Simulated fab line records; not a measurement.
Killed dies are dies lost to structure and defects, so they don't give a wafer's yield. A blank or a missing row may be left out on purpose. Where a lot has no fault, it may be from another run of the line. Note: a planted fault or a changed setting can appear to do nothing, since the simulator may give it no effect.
The tool behind it: which one?    flow nand harc    13 lots with 39 wafers sampled at 6 steps, on a route of 1302 steps

WHAT THE GAUGES READ, wafer by wafer
NHARC_A_START_INSPECT_01. Usual: raw defect count reads 3.2 (standard deviation 1.9).
lot   measured      on                 raw defect count  flag
L926  day 7 00:01   defect inspect-01  2 6 3             
L927  day 7 06:48   defect inspect-02  3 4 0             
L929  day 7 20:27   defect inspect-02  2 5 4             
L930  day 8 10:37   defect inspect-01  3 6 4             
L936  day 11 01:58  defect inspect-02  5 3 2             
L940  day 13 01:25  defect inspect-02  3 2 0             
L942  day 13 08:16  defect inspect-02  1 5 2             
L941  day 13 09:52  defect inspect-01  1 4 3             
L944  day 14 14:32  defect inspect-01  0 5 6             
L946  day 14 21:37  defect inspect-02  3 4 0             
L945  day 14 21:59  defect inspect-02  2 6 2             
L947  day 15 09:13  defect inspect-02  3 6 10            
L948  day 15 19:44  defect inspect-02  4 4 4             

NHARC_A_SOURCE_PLATE_THK_MEAS_06: measures by ellipsometry. Usual: thk nm reads 199.0 nm (standard deviation 2.4).
lot   measured      on             thk nm (nm)        flag
L926  day 7 22:40   film metro-02  199.4 198.2 202.4  
L927  day 8 05:13   film metro-02  200.1 198.2 202.3  
L929  day 8 22:30   film metro-02  294.2 294.3 295.5  OFF
L930  day 9 08:42   film metro-01  294.4 292.4 294.7  OFF
L936  day 12 00:05  film metro-02  201.5 198.6 197.1  
L940  day 14 00:49  film metro-02  200.7 199.6 198.6  
L942  day 14 10:04  film metro-01  201.1 199.2 199.4  
L941  day 14 10:04  film metro-02  198.8 200.1 202.6  
L944  day 15 12:26  film metro-01  197.8 199.4 201.2  
L946  day 15 19:36  film metro-02  195.6 197.7 198.3  
L945  day 15 19:36  film metro-01  196.3 197.8 194.9  
L947  day 16 07:47  film metro-01  199.7 195.5 198.4  
L948  day 16 18:08  film metro-01  202.0 200.9 198.4  

NHARC_A_ONON_D1_THK_MEAS_05: measures by ellipsometry. Usual: thk nm reads 998 nm (standard deviation 10).
lot   measured      on             thk nm (nm)     flag
L926  day 7 23:54   film metro-02  1002 1001 1000  
L927  day 8 06:25   film metro-01  997 994 993     
L929  day 8 23:43   film metro-02  999 999 1000    
L930  day 9 09:55   film metro-01  1006 1006 1005  
L936  day 12 01:18  film metro-02  994 994 994     
L940  day 14 02:01  film metro-02  1007 1008 1008  
L942  day 14 11:29  film metro-01  982 984 983     
L941  day 14 11:18  film metro-02  1015 1015 1016  
L944  day 15 13:39  film metro-01  1017 1017 1018  
L946  day 15 20:49  film metro-02  993 994 992     
L945  day 15 20:49  film metro-01  988 986 987     
L947  day 16 09:01  film metro-02  992 993 994     
L948  day 16 19:22  film metro-01  1012 1010 1010  

NHARC_A_ONON_D1_THK_MEAS_14: measures by ellipsometry. Usual: thk nm reads 998 nm (standard deviation 8.7).
lot   measured      on             thk nm (nm)     flag
L926  day 8 01:37   film metro-01  988 988 987     
L927  day 8 08:07   film metro-02  1001 1002 999   
L929  day 9 01:25   film metro-01  1003 1004 1003  
L930  day 9 11:37   film metro-02  1006 1004 1006  
L936  day 12 02:59  film metro-02  1005 1007 1008  
L940  day 14 03:43  film metro-02  1005 1004 1005  
L942  day 14 13:11  film metro-02  992 992 993     
L941  day 14 13:00  film metro-01  1006 1006 1007  
L944  day 15 15:21  film metro-01  999 999 1000    
L946  day 15 22:31  film metro-01  1008 1007 1007  
L945  day 15 22:31  film metro-02  981 978 980     
L947  day 16 10:42  film metro-02  989 989 988     
L948  day 16 21:03  film metro-01  1004 1007 1006  

NHARC_END_SORT_01. Usual: killed at array 52, standard deviation 18; killed at other 0.6, standard deviation 1.1; killed at periphery 3.7, standard deviation 2.4; killed dies 57, standard deviation 19; killed open 3.1, standard deviation 1.7; killed short 2.5, standard deviation 1.7.
lot   measured      on         killed at array  killed at other  killed at periphery  killed dies  killed open  killed short  flag
L930  day 26 00:19  prober-01  85 91 63         0 1 1            3 6 4                88 98 68     2 6 6        1 3 3         
L936  day 29 14:44  prober-02  35 32 32         0 0 0            0 1 0                35 33 32     3 2 1        3 3 5         
L940  day 31 18:22  prober-01  43 50 50         1 0 0            9 3 7                53 53 57     6 1 4        3 5 5         
L941  day 31 13:55  prober-02  41 22 25         1 3 1            1 5 5                43 30 31     4 4 4        9 1 0         
L944  day 32 08:02  prober-02  63 62 53         0 0 0            8 10 6               71 72 59     7 1 4        0 5 3         
L946  day 32 06:28  prober-01  27 46 47         2 0 0            4 5 1                33 51 48     6 2 3        3 4 2         
L945  day 32 20:50  prober-01  77 71 53         0 0 0            4 4 5                81 75 58     7 4 6        1 3 0         
L947  day 33 05:00  prober-02  62 73 54         2 0 1            8 8 7                72 81 62     5 6 1        4 4 3         

TOOL THAT RAN EACH LOT (tool first, then ch and the chambers of the sampled wafers, then the start)
lot   NHARC_A_SOURCE_PLATE_CVD_03
L926  lpcvd poly-04 ch 0, day 7 12:40
L927  lpcvd poly-01 ch 0, day 7 18:44
L929  lpcvd poly-01 ch 0, day 8 11:23
L930  lpcvd poly-01 ch 0, day 8 22:41
L936  lpcvd poly-01 ch 0, day 11 13:38
L940  lpcvd poly-03 ch 0, day 13 14:40
L942  lpcvd poly-01 ch 0, day 13 20:22
L941  lpcvd poly-01 ch 0, day 13 20:22
L944  lpcvd poly-01 ch 0, day 15 02:34
L946  lpcvd poly-04 ch 0, day 15 09:19
L945  lpcvd poly-04 ch 0, day 15 09:19
L947  lpcvd poly-01 ch 0, day 15 20:58
L948  lpcvd poly-04 ch 0, day 16 07:46
- NHARC_A_SOURCE_PLATE_CVD_03: deposits poly-Si, target thk 200 nm, time 4000 s.

WHAT THE TOOLS THEMSELVES READ (means of the sampled wafers that have a number; where no wafer has one, the mark that the record gives instead)
NHARC_A_SOURCE_PLATE_CVD_03. Usual: spike tc bottom C 641.2 C, standard deviation 2.2; spike tc centre C 621.2 C, standard deviation 1.3; spike tc lower C 620.3 C, standard deviation 0.94; spike tc top C 637.7 C, standard deviation 1.4; spike tc upper C 620.1 C, standard deviation 1.3; zone power lower pct 8.2 %, standard deviation 0.34.
lot   tool           spike tc bottom C (C)  spike tc centre C (C)  spike tc lower C (C)  spike tc top C (C)  spike tc upper C (C)  zone power lower pct (%)  flag
L926  lpcvd poly-04  638.6                  619.5                  619.8                 637.9               619.3                 7.7                       
L927  lpcvd poly-01  643.6                  621.2                  620.3                 638.2               620.5                 8.5                       
L929  lpcvd poly-01  660.1                  638.4                  637.7                 654.3               638.1                 8.9                       OFF
L930  lpcvd poly-01  660.5                  638.3                  637.2                 654.0               638.0                 8.9                       OFF
L936  lpcvd poly-01  642.8                  621.9                  620.7                 638.6               620.5                 8.6                       
L940  lpcvd poly-03  641.0                  621.5                  620.6                 635.7               618.7                 8.0                       
L942  lpcvd poly-01  642.3                  621.8                  621.1                 637.8               621.3                 8.5                       
L941  lpcvd poly-01  642.8                  622.3                  620.4                 638.1               621.6                 8.5                       
L944  lpcvd poly-01  644.4                  622.1                  620.2                 638.9               621.7                 8.5                       
L946  lpcvd poly-04  638.4                  619.8                  620.2                 638.1               619.0                 7.7                       
L945  lpcvd poly-04  638.1                  620.0                  619.9                 638.5               620.3                 7.7                       
L947  lpcvd poly-01  643.0                  622.5                  620.3                 638.8               619.9                 8.5                       
L948  lpcvd poly-04  637.2                  619.0                  620.7                 638.3               618.1                 7.7                       

THE ANSWER, worked out from the rows above alone
Rule: lot off if the mean of its wafers having a number is beyond 3 standard deviations from the usual mean. Also off: a lot with no number at a reading for which 4 or more lots have one. Where the step has rows for the other lots, those lots are counted as sound. After the gauges, taken in route order, come the tools' own readings; for these a lot's mean is taken, as printed above. The first step at which some lot is off is used, and at that step the reading that is off furthest; a lot without a number counts as furthest.
Off, at NHARC_A_SOURCE_PLATE_THK_MEAS_06 on thk nm: L929, L930.
If a tool, at a process step before that reading, ran all the lots that are off and no sound lot after the first of them, it fits. The gauges at NHARC_A_SOURCE_PLATE_THK_MEAS_06 aren't tried: what is off there is off at NHARC_A_SOURCE_PLATE_CVD_03 too, on other tools, and a gauge's error can't cause that. None of those tried fits.

WHAT HAD BEEN PUT IN BY THE SIMULATOR
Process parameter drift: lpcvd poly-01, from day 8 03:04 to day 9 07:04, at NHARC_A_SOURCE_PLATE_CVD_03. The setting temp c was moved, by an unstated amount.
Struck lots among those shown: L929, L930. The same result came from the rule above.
